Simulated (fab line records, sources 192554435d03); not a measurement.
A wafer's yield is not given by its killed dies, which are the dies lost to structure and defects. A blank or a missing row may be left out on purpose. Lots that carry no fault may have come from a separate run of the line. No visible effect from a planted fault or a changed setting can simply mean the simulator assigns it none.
fab line records	flow n5-finfet
[record] lots = 7	wafers = 21
route steps=1938 shown HKMG_FIN@428 GATE_CUT@490 MOL_CONTACT_COAG@570 BEOL_M0_SAQP@638 BEOL_M1@755
start-h: the number of hours between the record's first day and the start of the first shown wafer of the lot	wait-h: hours elapsed since this lot's preceding step	" identical to the entry in the row above	L1.1+2: several wafers, shown together as one row	- no value present, or no start provided	* or withheld: withheld	< > ~ a bound
route shown NAME@n: names a module that has steps shown in the file, with the first one's number in the route	usual: mean/standard deviation of fault-free wafers	same: alike in all rows	chamber/n: place in a boat	sites: each site's reading	_std_site: standard deviation of those values	_edge_site: outer sites' mean less inner sites'	radius-mm: for every site, how far away it sits from the centre of the wafer	mask NAME#n: copy n	behind: the last tool/chamber to shape the wafer	hold: why the lot went on hold/how many hours it stayed there/how the hold came to an end	device: names the non-switching transistor (n, p or np)	end of line: at the end of the route, the tests of the same wafers	a step without rows: its recipe alone	killed: not the wafer's yield, but the dies lost to structure and defects at the first sort	map: a wafer's dies, x killed, . not, _ none there
set.NAME: the setting the step ran with; set.NAME@STEP: the setting that earlier step ran with	model.NAME: the simulator's own value behind a step, which no gauge read
one table per step and one row per wafer, for lots whose settings were changed on purpose
[[steps]]
[step N5_HKMG_FIN_PEB_10]
[recipe] peb-temp-c = withheld	peb-time-s = 60	resist = CAR-ArF
lot.wafer	tool	chamber	start-h	wait-h	set.peb-time-s
L077.2+4+6	litho-track-02	0	94.18	0.0	60
L078.3+6	litho-track-01	0	102.26	0.0	60
L078.5	"	0	"	"	46.72
L083.3+4+5	litho-track-02	0	128.38	0.0	60
L085.2+3	litho-track-01	0	141.01	0.0	60
L085.5	"	0	"	"	65.27
L086.3+4	litho-track-01	0	147.05	0.0	60
L086.6	"	0	"	"	69.37
L089.3+5+6	litho-track-01	0	167.73	0.0	60
L097.1	litho-track-02	0	216.66	0.1	60
L097.4+5	"	0	"	"	48.55
[step N5_HKMG_FIN_DEVELOP_11]
[recipe] develop-time-s = 30	developer = TMAH	resist = CAR-ArF	dev-temp-c = 23	rinse-liquid = diw	dry = air-spin
[step N5_HKMG_FIN_CD_MEAS_12]
[recipe] target-cd-nm = 92.8	landing-energy-ev = 500	detector = se-inlens
[usual] cd-nm = 93.1/0.62
lot.wafer	tool	chamber	start-h	wait-h	set.peb-time-s@HKMG_FIN_PEB_10	cd-nm
L077.2	cd-sem-01	0	94.25	-	60	94.1
L077.4	"	0	"	"	60	93.0
L077.6	"	0	"	"	60	93.6
L078.3	cd-sem-01	0	102.33	-	60	93.8
L078.5	"	0	"	"	46.72	85.0
L078.6	"	0	"	"	60	94.1
L083.3	cd-sem-02	0	128.44	-	60	93.1
L083.4	"	0	"	"	60	92.9
L083.5	"	0	"	"	60	93.7
L085.2	cd-sem-02	0	141.07	-	60	92.6
L085.3	"	0	"	"	60	91.9
L085.5	"	0	"	"	65.27	94.2
L086.3	cd-sem-02	0	147.12	-	60	93.1
L086.4	"	0	"	"	60	92.4
L086.6	"	0	"	"	69.37	97.1
L089.3	cd-sem-01	0	167.80	-	60	91.9
L089.5	"	0	"	"	60	92.9
L089.6	"	0	"	"	60	92.2
L097.1	cd-sem-01	0	216.73	-	60	92.8
L097.4	"	0	"	"	48.55	85.0
L097.5	"	0	"	"	48.55	85.6
[step N5_GATE_CUT_DESCUM_18]
[recipe] chemistry = O2	time-s = 7	source-power-w = 50	bias-power-w = 20	pressure-mtorr = 20	rf-frequency-hz = 2.712e+07	temp-c = 40	resist = CAR-EUV	o2-flow-sccm = 225
lot.wafer	tool	chamber	start-h	wait-h	set.time-s	model.CAR-EUV_of_GATE_CUT_COAT_07.thk-nm
L077.2	rie-diel-03	2	102.71	0.0	7	26.2
L077.4+6	"	0,3	"	"	7	26
L078.3+5+6	rie-diel-03	2,1,0	110.86	0.0	7	26
L083.3+4+5	rie-diel-04	1,3,1	137.26	0.3	8.459	25.4
L085.2	rie-diel-04	0	150.23	0.1	7	26.2
L085.3	"	2	"	"	6.134	26.6
L085.5	"	1	"	"	6.134	26.4
L086.3+4	rie-diel-04	1,2	155.90	0.0	7	26.2
L086.6	"	2	"	"	7.723	25.8
L089.3	rie-diel-04	2	176.63	0.4	7.541	25.8
L089.5+6	"	1,0	"	"	7	26
L097.1+5	rie-diel-01	1	225.42	0.1	7	26.2
L097.4	"	3	"	"	7.985	25.6
[step N5_GATE_CUT_ETCH_28]
[recipe] chemistry = N2/H2	target = underlayer	target-depth-a = 130	mask-material = CAR-EUV	time-s = 10.4	ion-energy-ev = 200	pressure-mtorr = 30	source-w = 840	bias-w = 150	n2-flow-sccm = 200	h2-flow-sccm = 200	ends = cleared
lot.wafer	tool	chamber	start-h	wait-h	set.time-s@GATE_CUT_DESCUM_18	model.CAR-EUV_of_GATE_CUT_COAT_07.thk-nm
L077.2+4+6	rie-diel-03	2,0,3	102.74	0.0	7	14.6
L078.3+5+6	rie-diel-03	2,1,0	110.90	0.0	7	14.6
L083.3+4	rie-diel-04	1,3	137.30	0.0	8.459	14
L083.5	"	1	"	"	8.459	13.8
L085.2	rie-diel-04	0	150.26	0.0	7	14.6
L085.3	"	2	"	"	6.134	15.2
L085.5	"	1	"	"	6.134	15
L086.3+4	rie-diel-04	1,2	155.94	0.0	7	14.8
L086.6	"	2	"	"	7.723	14.6
L089.3	rie-diel-04	2	176.67	0.0	7.541	14.4
L089.5	"	1	"	"	7	14.4
L089.6	"	0	"	"	7	14.6
L097.1+5	rie-diel-01	1	225.45	0.0	7	14.8
L097.4	"	3	"	"	7.985	14.2
[step N5_GATE_CUT_ETCH_36]
[recipe] chemistry = CF4	target = SiARC	target-depth-a = 130	mask-material = CAR-EUV	time-s = 21.7	ion-energy-ev = 80	pressure-mtorr = 40	source-w = 545	bias-w = 36	Ar_flow_sccm = 100	cf4-flow-sccm = 100	ends = cleared
lot.wafer	tool	chamber	start-h	wait-h	set.time-s@GATE_CUT_DESCUM_18	model.CAR-EUV_of_GATE_CUT_COAT_07.thk-nm
L077.2+4	rie-diel-03	2,0	102.76	0.0	7	7
L077.6	"	3	"	"	7	6.8
L078.3+5+6	rie-diel-03	2,1,0	110.92	0.0	7	6.8
L083.3+5	rie-diel-04	1	137.32	0.0	8.459	6.2
L083.4	"	3	"	"	8.459	6.4
L085.2	rie-diel-04	0	150.28	0.0	7	6.8
L085.3	"	2	"	"	6.134	7.4
L085.5	"	1	"	"	6.134	7.2
L086.3+4	rie-diel-04	1,2	155.96	0.0	7	7.2
L086.6	"	2	"	"	7.723	6.8
L089.3	rie-diel-04	2	176.69	0.0	7.541	6.8
L089.5+6	"	1,0	"	"	7	6.8
L097.1+5	rie-diel-01	1	225.47	0.0	7	7.2
L097.4	"	3	"	"	7.985	6.6
[step N5_MOL_CONTACT_COAG_EXPOSE_81]
[recipe] mask-id = VG	na = 0.33	source-shape = annular	sigma-inner = 0.3	sigma-outer = 0.7	polarization = unpolarized	defocus-nm = 0	dose-mj = 59.5
lot.wafer	tool	chamber	start-h	wait-h	mask	set.dose-mj
L077.2+4+6	euv-scanner-01	0	117.26	-	VG#0	59.5
L078.3+5	euv-scanner-02	0	124.79	-	VG#0	59.5
L078.6	"	0	"	"	VG#0	57.86
L083.3+5	euv-scanner-02	0	149.85	-	VG#0	59.5
L083.4	"	0	"	"	VG#0	63.21
L085.2+5	euv-scanner-02	0	162.78	-	VG#0	63.43
L085.3	"	0	"	"	VG#0	59.5
L086.3+6	euv-scanner-02	0	172.24	-	VG#0	62.26
L086.4	"	0	"	"	VG#0	59.5
L089.3	euv-scanner-01	0	190.33	-	VG#0	55.91
L089.5+6	"	0	"	"	VG#0	59.5
L097.1	euv-scanner-02	0	236.89	-	VG#0	57.87
L097.4+5	"	0	"	"	VG#0	59.5
[step N5_MOL_CONTACT_COAG_PEB_82]
[recipe] peb-temp-c = 100	peb-time-s = 60	resist = CAR-EUV
[step N5_MOL_CONTACT_COAG_DEVELOP_83]
[recipe] develop-time-s = 30	developer = TMAH	resist = CAR-EUV	rinse-liquid = surfactant-rinse	dry = air-spin	dev-temp-c = 23
[step N5_MOL_CONTACT_COAG_CD_MEAS_84]
[recipe] target-cd-nm = 25.1	landing-energy-ev = 500	detector = se-inlens	polarity = opening
[usual] cd-nm = 25.11/0.23
lot.wafer	tool	chamber	start-h	wait-h	set.dose-mj@MOL_CONTACT_COAG_EXPOSE_81	cd-nm
L077.2	cd-sem-01	0	117.40	-	59.5	25.21
L077.4	"	0	"	"	59.5	25.06
L077.6	"	0	"	"	59.5	24.75
L078.3	cd-sem-02	0	124.92	-	59.5	25.21
L078.5	"	0	"	"	59.5	25.38
L078.6	"	0	"	"	57.86	24.59
L083.3	cd-sem-03	0	149.97	-	59.5	24.90
L083.4	"	0	"	"	63.21	26.75
L083.5	"	0	"	"	59.5	24.87
L085.2	cd-sem-01	0	162.92	-	63.43	26.65
L085.3	"	0	"	"	59.5	25.12
L085.5	"	0	"	"	63.43	26.44
L086.3	cd-sem-02	0	172.37	-	62.26	26.00
L086.4	"	0	"	"	59.5	24.88
L086.6	"	0	"	"	62.26	25.95
L089.3	cd-sem-02	0	190.46	-	55.91	23.47
L089.5	"	0	"	"	59.5	24.82
L089.6	"	0	"	"	59.5	25.00
L097.1	cd-sem-03	0	237.03	-	57.87	24.73
L097.4	"	0	"	"	59.5	25.02
L097.5	"	0	"	"	59.5	25.08
[step N5_MOL_CONTACT_COAG_PRECLEAN_144]
[recipe] chemistry = alkaline-clean	temp-c = 60	time-s = 60	do-ppb = 50
[step N5_MOL_CONTACT_COAG_SRD_145]
[recipe] dry = ipa-marangoni	time-s = 30	temp-c = 23	rinse-liquid = diw
[step N5_MOL_CONTACT_COAG_CD_MEAS_137]
[recipe] target-cd-nm = 16
[usual] cd-nm = 16.0/0.35
lot.wafer	tool	chamber	start-h	wait-h	set.dose-mj@MOL_CONTACT_COAG_EXPOSE_81	cd-nm
L077.2	cd-sem-01	-	118.63	0.0	59.5	16.4
L077.4	"	-	"	"	59.5	16.2
L077.6	"	-	"	"	59.5	15.3
L078.3	cd-sem-03	-	126.51	0.0	59.5	15.5
L078.5	"	-	"	"	59.5	15.7
L078.6	"	-	"	"	57.86	15.1
L083.3	cd-sem-02	-	151.98	0.0	59.5	15.1
L083.4	"	-	"	"	63.21	17.0
L083.5	"	-	"	"	59.5	15.9
L085.2	cd-sem-03	-	163.91	0.0	63.43	17.4
L085.3	"	-	"	"	59.5	16.1
L085.5	"	-	"	"	63.43	17.5
L086.3	cd-sem-03	-	173.32	0.0	62.26	16.9
L086.4	"	-	"	"	59.5	16.1
L086.6	"	-	"	"	62.26	17.0
L089.3	cd-sem-01	-	191.83	0.0	55.91	14.2
L089.5	"	-	"	"	59.5	15.5
L089.6	"	-	"	"	59.5	15.8
L097.1	cd-sem-01	-	237.96	0.0	57.87	14.9
L097.4	"	-	"	"	59.5	16.3
L097.5	"	-	"	"	59.5	16.6
[step N5_BEOL_M0_SAQP_PECVD_04]
[recipe] material = a-Si	target-thk-a = 600	temp-c = 350	precursor = SiH4/He	pressure-torr = 3	rf-w = 100	time-s = 60.2
lot.wafer	tool	chamber	start-h	wait-h	set.time-s	model.a-Si_of_BEOL_M0_SAQP_PECVD_04.thk-nm
L077.2	pecvd-02	1	124.94	0.0	60.2	58.4
L077.4	"	2	"	"	60.2	59.2
L077.6	"	1	"	"	60.2	60.6
L078.3	pecvd-04	0	132.67	0.0	55.55	54.8
L078.5	"	2	"	"	55.55	55
L078.6	"	0	"	"	60.2	60.8
L083.3	pecvd-03	1	160.75	0.0	60.2	60.6
L083.4	"	0	"	"	66.42	68
L083.5	"	2	"	"	66.42	67.2
L085.2	pecvd-03	1	171.35	0.0	60.2	61
L085.3	"	0	"	"	60.2	60.4
L085.5	"	2	"	"	60.2	61.2
L086.3	pecvd-02	0	180.63	0.0	60.2	58.8
L086.4	"	0	"	"	60.2	60
L086.6	"	2	"	"	60.2	61
L089.3	pecvd-03	2	200.17	0.0	60.2	59
L089.5	"	1	"	"	60.2	61
L089.6	"	0	"	"	60.2	60.4
L097.1	pecvd-04	0	244.15	0.0	60.2	59.4
L097.4	"	2	"	"	60.2	60.2
L097.5	"	0	"	"	66.48	66.8
[step N5_BEOL_M0_SAQP_THK_MEAS_05]
[usual] thk-nm = 60.0/0.86
lot.wafer	tool	chamber	start-h	wait-h	set.time-s@BEOL_M0_SAQP_PECVD_04	thk-nm
L077.2	film-metro-01	-	125.07	0.1	60.2	58.5
L077.4	"	-	"	"	60.2	59.2
L077.6	"	-	"	"	60.2	60.5
L078.3	film-metro-01	-	132.77	0.1	55.55	54.7
L078.5	"	-	"	"	55.55	54.9
L078.6	"	-	"	"	60.2	60.8
L083.3	film-metro-01	-	160.85	0.1	60.2	60.7
L083.4	"	-	"	"	66.42	67.9
L083.5	"	-	"	"	66.42	67.1
L085.2	film-metro-02	-	171.45	0.1	60.2	61.0
L085.3	"	-	"	"	60.2	60.4
L085.5	"	-	"	"	60.2	61.2
L086.3	film-metro-02	-	180.72	0.1	60.2	58.8
L086.4	"	-	"	"	60.2	60.0
L086.6	"	-	"	"	60.2	60.9
L089.3	film-metro-01	-	200.27	0.1	60.2	59.0
L089.5	"	-	"	"	60.2	61.0
L089.6	"	-	"	"	60.2	60.4
L097.1	film-metro-02	-	244.26	0.1	60.2	59.4
L097.4	"	-	"	"	60.2	60.1
L097.5	"	-	"	"	66.48	66.9
[step N5_BEOL_M0_SAQP_EXPOSE_11]
[recipe] mask-id = M0_CORE	na = 1.35	source-shape = dipole	sigma-inner = 0.538	sigma-outer = 0.738	polarization = te	target-cd-nm = 42	dose-mj = 55
lot.wafer	tool	chamber	start-h	wait-h	mask	set.dose-mj
L077.2+4+6	arfi-scanner-03	0	125.43	-	M0_CORE#0	55
L078.3+5+6	arfi-scanner-01	0	133.13	-	M0_CORE#0	57.62
L083.3+4	arfi-scanner-03	0	161.22	-	M0_CORE#0	55
L083.5	"	0	"	"	M0_CORE#0	52.25
L085.2+3	arfi-scanner-01	0	171.81	-	M0_CORE#0	58.11
L085.5	"	0	"	"	M0_CORE#0	55
L086.3+6	arfi-scanner-01	0	180.96	-	M0_CORE#0	55
L086.4	"	0	"	"	M0_CORE#0	52.83
L089.3+6	arfi-scanner-01	0	200.63	-	M0_CORE#0	53.38
L089.5	"	0	"	"	M0_CORE#0	55
L097.1	arfi-scanner-03	0	244.61	-	M0_CORE#0	50.96
L097.4+5	"	0	"	"	M0_CORE#0	55
[step N5_BEOL_M0_SAQP_PEB_12]
[recipe] peb-temp-c = withheld	peb-time-s = 60	resist = CAR-ArF
[step N5_BEOL_M0_SAQP_DEVELOP_13]
[recipe] develop-time-s = 30	developer = TMAH	resist = CAR-ArF	dev-temp-c = 23	rinse-liquid = diw	dry = air-spin
[step N5_BEOL_M0_SAQP_CD_MEAS_14]
[recipe] target-cd-nm = 42.5	landing-energy-ev = 500	detector = se-inlens
[usual] cd-nm = 42.4/0.37
lot.wafer	tool	chamber	start-h	wait-h	set.dose-mj@BEOL_M0_SAQP_EXPOSE_11	cd-nm
L077.2	cd-sem-03	0	125.55	-	55	42.4
L077.4	"	0	"	"	55	41.8
L077.6	"	0	"	"	55	41.9
L078.3	cd-sem-03	0	133.25	-	57.62	41.1
L078.5	"	0	"	"	57.62	40.6
L078.6	"	0	"	"	57.62	41.1
L083.3	cd-sem-02	0	161.34	-	55	42.3
L083.4	"	0	"	"	55	42.5
L083.5	"	0	"	"	52.25	44.3
L085.2	cd-sem-03	0	171.93	-	58.11	41.4
L085.3	"	0	"	"	58.11	41.4
L085.5	"	0	"	"	55	42.6
L086.3	cd-sem-02	0	181.08	-	55	42.6
L086.4	"	0	"	"	52.83	42.4
L086.6	"	0	"	"	55	42.7
L089.3	cd-sem-03	0	200.75	-	53.38	42.8
L089.5	"	0	"	"	55	42.2
L089.6	"	0	"	"	53.38	42.9
L097.1	cd-sem-02	0	244.74	-	50.96	44.6
L097.4	"	0	"	"	55	41.9
L097.5	"	0	"	"	55	41.8
[step N5_BEOL_M0_SAQP_HM_OPEN_112]
[recipe] chemistry = CHF3/O2	target = SiO2	stop-on = a-Si	target-depth-a = 120	over-etch-frac = 1.25	mask-material = SOC	time-s = 13.5	pressure-mtorr = 30	source-w = 650	bias-w = 170	Ar_flow_sccm = 200	CHF3_flow_sccm = 50	O2_flow_sccm = 5	ion-energy-ev = 200	ends = end-point
[step N5_BEOL_M0_SAQP_STRIP_113]
[recipe] chemistry = CHF3/O2	resist = SiARC	rf-frequency-hz = 6e+07
[step N5_BEOL_M0_SAQP_MANDREL_ETCH_20]
[recipe] target-depth-a = 600	chemistry = HBr/Cl2	target = a-Si	stop-on = SiNx	bt-time-s = 10	mask-material = SOC	over-etch-frac = 0.5	time-s = 30	pressure-mtorr = 10	icp-w = 800	bias-w = 75	HBr_flow_sccm = 150	Cl2_flow_sccm = 80	ends = end-point
lot.wafer	tool	chamber	start-h	wait-h	set.time-s@BEOL_M0_SAQP_PECVD_04	model.etch.depth-nm
L077.2	rie-si-05	3	125.91	0.0	60.2	58.46
L077.4	"	2	"	"	60.2	59.13
L077.6	"	2	"	"	60.2	60.55
L078.3	rie-si-02	3	133.61	0.0	55.55	54.72
L078.5	"	3	"	"	55.55	54.95
L078.6	"	2	"	"	60.2	60.73
L083.3	rie-si-02	2	161.70	0.0	60.2	60.67
L083.4	"	2	"	"	66.42	67.97
L083.5	"	3	"	"	66.42	67.1
L085.2	rie-si-06	3	172.29	0.0	60.2	61.06
L085.3	"	0	"	"	60.2	60.41
L085.5	"	1	"	"	60.2	61.21
L086.3	rie-si-02	3	181.44	0.0	60.2	58.74
L086.4	"	1	"	"	60.2	60.07
L086.6	"	3	"	"	60.2	60.91
L089.3	rie-si-05	1	201.14	0.0	60.2	59.05
L089.5	"	3	"	"	60.2	61.08
L089.6	"	2	"	"	60.2	60.39
L097.1	rie-si-06	1	245.45	0.0	60.2	59.33
L097.4	"	3	"	"	60.2	60.14
L097.5	"	0	"	"	66.48	66.87
[step N5_BEOL_M0_SAQP_SPACER1_ALD_98]
[recipe] material = SiO2	target-thk-a = 128	temp-c = 300	ald-precursor-family = BDEAS	ald-co-reactant = O2-plasma	pulse-time-s = 1	purge-time-s = 2	co-reactant-purge-time-s = 2	ald-cycles = 138	pressure-torr = 2
lot.wafer	tool	chamber	start-h	wait-h	set.temp-c	model.SiO2_of_BEOL_M0_SAQP_SPACER1_ALD_98.thk-nm
L077.2+4+6	ald-sin-02	0,1,2	126.71	0.4	300	12.8
L078.3+6	ald-sin-02	2,0	134.38	0.1	311.4	12.6
L078.5	"	3	"	"	300	12.8
L083.3	ald-sin-04	0	162.33	0.2	304.9	12.8
L083.4+5	"	1,2	"	"	300	12.8
L085.2+3	ald-sin-04	0,2	174.12	1.5	300	12.8
L085.5	"	2	"	"	293.2	13.2
L086.3	ald-sin-02	0	182.06	0.1	288.2	13.4
L086.4	"	1	"	"	300	12.8
L086.6	"	3	"	"	300	12.6
L089.3+5	ald-sin-04	1,2	201.78	0.1	295.4	13
L089.6	"	1	"	"	300	12.8
L097.1+4+5	ald-sin-02	2,0,2	246.34	0.3	300	12.8
[step N5_BEOL_M0_SAQP_ETCH_107]
[recipe] chemistry = CH3F/O2	target = SiNx	target-depth-a = 300	mask-material = SOC	pressure-mtorr = 30	source-w = 395	bias-w = 73	Ar_flow_sccm = 150	CH3F_flow_sccm = 30	O2_flow_sccm = 20	ion-energy-ev = 120
[usual] rf-vpp-V = 298/6.6
lot.wafer	tool	chamber	start-h	wait-h	set.source-w	rf-vpp-V	model.BEOL_M0_SAQP.feature-depth-nm
L077.2	rie-diel-03	2	128.15	0.0	395	285	29.6
L077.4	"	0	"	"	395	296	29
L077.6	"	1	"	"	395	293	29.8
L078.3	rie-diel-01	3	135.81	0.0	395	292	29.6
L078.5	"	3	"	"	324.4	320	28
L078.6	"	2	"	"	324.4	330	27.2
L083.3	rie-diel-04	1	163.98	0.0	395	302	30
L083.4	"	2	"	"	395	306	29.8
L083.5	"	1	"	"	421	293	30.8
L085.2	rie-diel-01	1	175.88	0.0	414.1	295	29.8
L085.3	"	3	"	"	395	290	29.4
L085.5	"	2	"	"	414.1	293	29.4
L086.3	rie-diel-01	3	183.50	0.0	395	292	29.8
L086.4	"	2	"	"	395	302	29
L086.6	"	2	"	"	395	301	29
L089.3	rie-diel-04	3	203.30	0.0	330.5	333	28.2
L089.5	"	3	"	"	395	307	30
L089.6	"	0	"	"	330.5	335	27.4
L097.1	rie-diel-01	0	247.99	0.0	455.2	278	32.2
L097.4	"	3	"	"	455.2	271	31
L097.5	"	2	"	"	395	301	29
[step N5_BEOL_M1_COAT_61]
[recipe] resist = SOC	temp-c = 250	time-s = 60	spin-rpm = 1500	resist-thk-nm = 60
lot.wafer	tool	chamber	start-h	wait-h	set.spin-rpm	model.SOC_of_BEOL_M1_COAT_61.thk-nm
L077.2	litho-track-02	0	141.04	0.1	1500	60.4
L077.4+6	"	0	"	"	1500	60.2
L078.3	litho-track-01	0	144.93	0.1	1500	60.2
L078.5	"	0	"	"	1500	60
L078.6	"	0	"	"	1415	61.8
L083.3	litho-track-01	0	174.82	0.1	1500	59.8
L083.4+5	"	0	"	"	1500	60
L085.2	litho-track-02	0	184.93	0.1	1396	62.6
L085.3	"	0	"	"	1500	60.6
L085.5	"	0	"	"	1396	62.4
L086.3	litho-track-03	0	192.32	0.1	1649	57.8
L086.4+6	"	0	"	"	1649	57.6
L089.3	litho-track-02	0	214.18	0.1	1382	62.4
L089.5	"	0	"	"	1500	59.8
L089.6	"	0	"	"	1500	59.6
L097.1+4	litho-track-03	0	257.63	0.1	1500	60
L097.5	"	0	"	"	1500	59.8
[[key]]
[split] step = N5_HKMG_FIN_PEB_10	setting = peb-time-s	stated = 60	by = wafer
[response] step = N5_HKMG_FIN_CD_MEAS_12	reading = cd-nm	change = +0.361	per = 1%	r = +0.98
[split] step = N5_GATE_CUT_DESCUM_18	setting = time-s	stated = 7	by = wafer
[response] step = N5_GATE_CUT_DESCUM_18	reading = model.CAR-EUV_of_GATE_CUT_COAT_07.thk-nm	change = -0.0345	per = 1%	r = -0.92
[response] step = N5_GATE_CUT_ETCH_28	reading = model.CAR-EUV_of_GATE_CUT_COAT_07.thk-nm	change = -0.0338	per = 1%	r = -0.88
[response] step = N5_GATE_CUT_ETCH_36	reading = model.CAR-EUV_of_GATE_CUT_COAT_07.thk-nm	change = -0.0363	per = 1%	r = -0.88
[split] step = N5_MOL_CONTACT_COAG_EXPOSE_81	setting = dose-mj	stated = 59.5	by = wafer
[response] step = N5_MOL_CONTACT_COAG_CD_MEAS_84	reading = cd-nm	change = +0.242	per = 1%	r = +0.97
[response] step = N5_MOL_CONTACT_COAG_CD_MEAS_137	reading = cd-nm	change = +0.233	per = 1%	r = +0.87
[split] step = N5_BEOL_M0_SAQP_PECVD_04	setting = time-s	stated = 60.2	by = wafer
[response] step = N5_BEOL_M0_SAQP_PECVD_04	reading = model.a-Si_of_BEOL_M0_SAQP_PECVD_04.thk-nm	change = +0.694	per = 1%	r = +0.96
[response] step = N5_BEOL_M0_SAQP_THK_MEAS_05	reading = thk-nm	change = *	per = 1%	r = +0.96
[response] step = N5_BEOL_M0_SAQP_MANDREL_ETCH_20	reading = model.etch.depth-nm	change = +0.694	per = 1%	r = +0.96
[split] step = N5_BEOL_M0_SAQP_EXPOSE_11	setting = dose-mj	stated = 55	by = wafer
[response] step = N5_BEOL_M0_SAQP_CD_MEAS_14	reading = cd-nm	change = -0.278	per = 1%	r = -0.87
[split] step = N5_BEOL_M0_SAQP_SPACER1_ALD_98	setting = temp-c	stated = 300	by = wafer
[response] step = N5_BEOL_M0_SAQP_SPACER1_ALD_98	reading = model.SiO2_of_BEOL_M0_SAQP_SPACER1_ALD_98.thk-nm	change = -0.118	per = 1%	r = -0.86
[split] step = N5_BEOL_M0_SAQP_ETCH_107	setting = source-w	stated = 395	by = wafer
[response] step = N5_BEOL_M0_SAQP_ETCH_107	reading = rf-vpp-V	change = -1.69	per = 1%	r = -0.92
[response] step = N5_BEOL_M0_SAQP_ETCH_107	reading = model.BEOL_M0_SAQP.feature-depth-nm	change = +0.134	per = 1%	r = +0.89
[split] step = N5_BEOL_M1_COAT_61	setting = spin-rpm	stated = 1500	by = wafer
[response] step = N5_BEOL_M1_COAT_61	reading = model.SOC_of_BEOL_M1_COAT_61.thk-nm	change = -0.31	per = 1%	r = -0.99
